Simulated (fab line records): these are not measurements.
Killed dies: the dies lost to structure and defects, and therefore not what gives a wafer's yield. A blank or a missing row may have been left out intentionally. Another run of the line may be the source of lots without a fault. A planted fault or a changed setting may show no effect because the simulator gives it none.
Which tool is to blame? | flow n5_finfet | Sampling: 9 lots, 27 wafers, 5 of 1938 route steps

== WHAT THE GAUGES SHOWED, per wafer ==
N5_BEOL_M4_OVL_MEAS_29.
lot  | measured     | on         | V3_OVL (nm)
L646 | day 7 13:05  | overlay-01 | 0.0 -1.5 -1.3
L647 | day 7 16:19  | overlay-02 | 0.1 -0.4 0.2
L649 | day 8 08:26  | overlay-02 | -1.4 -1.2 -1.1
L650 | day 8 16:35  | overlay-01 | -1.0 0.0 0.0
L655 | day 10 00:33 | overlay-02 | -0.2 -0.2 0.9
L656 | day 10 01:34 | overlay-02 | -0.8 -0.6 -0.6
L665 | day 12 15:24 | overlay-02 | 5.0 3.7 5.3
L666 | day 12 19:16 | overlay-01 | 4.8 4.2 4.7
L668 | day 13 01:31 | overlay-02 | 0.1 0.7 0.4

== EACH LOT AND THE TOOL THAT RAN IT (in order: tool; ch and the chambers of the sampled wafers; start) ==
lot  | N5_BEOL_M4_PECVD_72             | N5_BEOL_M4_STRIP_66                | N5_BEOL_M4_HM_OPEN_17             | N5_BEOL_M4_EXPOSE_25
L646 | pecvd-03 ch 0,1,2, day 7 09:16  | rie_diel-06 ch 0,3, day 7 12:23    | rie_metal-03 ch 0,1, day 7 12:25  | euv_scanner-02 ch 0, day 7 12:55
L647 | pecvd-03 ch 0,2, day 7 12:39    | rie_diel-03 ch 0,1,2, day 7 15:44  | rie_metal-02 ch 0,1, day 7 15:48  | euv_scanner-02 ch 0, day 7 16:08
L649 | pecvd-02 ch 1,2, day 8 04:31    | rie_diel-06 ch 0,1,3, day 8 07:49  | rie_metal-03 ch 0,1, day 8 07:52  | euv_scanner-02 ch 0, day 8 08:15
L650 | pecvd-04 ch 0,2, day 8 14:26    | rie_diel-01 ch 0,2, day 8 15:52    | rie_metal-03 ch 0,1, day 8 15:54  | euv_scanner-01 ch 0, day 8 16:24
L655 | pecvd-04 ch 0,1,2, day 9 21:49  | rie_diel-06 ch 1,2, day 9 23:50    | rie_metal-03 ch 0,1, day 9 23:55  | euv_scanner-02 ch 0, day 10 00:23
L656 | pecvd-04 ch 0,1,2, day 9 23:38  | rie_diel-06 ch 0,1,2, day 10 00:49 | rie_metal-02 ch 0,1, day 10 00:53 | euv_scanner-01 ch 0, day 10 01:24
L665 | pecvd-03 ch 0,1,2, day 12 11:25 | rie_diel-01 ch 0,1,3, day 12 14:49 | rie_metal-02 ch 0,1, day 12 14:52 | euv_scanner-02 ch 0, day 12 15:13
L666 | pecvd-02 ch 0,1, day 12 15:16   | rie_diel-01 ch 0,2,3, day 12 18:34 | rie_metal-03 ch 0,1, day 12 18:36 | euv_scanner-02 ch 0, day 12 19:05
L668 | pecvd-02 ch 1,2, day 12 23:31   | rie_diel-03 ch 0,1,2, day 13 00:56 | rie_metal-03 ch 0,1, day 13 00:59 | euv_scanner-01 ch 0, day 13 01:20
- N5_BEOL_M4_PECVD_72: deposits SiO2 from TEOS/O2, target thk 16 nm, time 18 s.
- N5_BEOL_M4_STRIP_66: strips in CF4.
- N5_BEOL_M4_HM_OPEN_17: chemistry Cl2/BCl3, target TiN, target depth 20 nm, overetch 6 nm.
- N5_BEOL_M4_EXPOSE_25: exposes mask V3, defocus 5 nm.

== THE ANSWER, worked out from the rows above alone ==
Rule: what is usual is taken from the lots themselves. The widest of any qualifying gaps counts: lots, ordered by their means at a reading, are off when they make up no more than a third of the lots, leave a main group of 4 or more, and stand apart from it by 3 or more times the standard deviation of that group's means. The tables above print the reading to a certain number of digits; a main group whose means all agree to those digits is not used. Also off: a lot with no number at a reading for which 4 or more lots have one. Where the step has rows for the other lots, those lots are counted as sound.
Off: at N5_BEOL_M4_OVL_MEAS_29 (V3_OVL), L665, L666. The main group has a mean of -0.4 nm with a standard deviation of 0.55.
A tool fits if, at a process step before that reading, it ran every lot that is off, and no sound lot after the first of them. Those tools and the gauges at N5_BEOL_M4_OVL_MEAS_29 are tried in the same way. Can't be told from this: 2 tools fit, rie_diel-01 at N5_BEOL_M4_STRIP_66, euv_scanner-02 at N5_BEOL_M4_EXPOSE_25.

== WHAT THE SIMULATOR PUT IN ==
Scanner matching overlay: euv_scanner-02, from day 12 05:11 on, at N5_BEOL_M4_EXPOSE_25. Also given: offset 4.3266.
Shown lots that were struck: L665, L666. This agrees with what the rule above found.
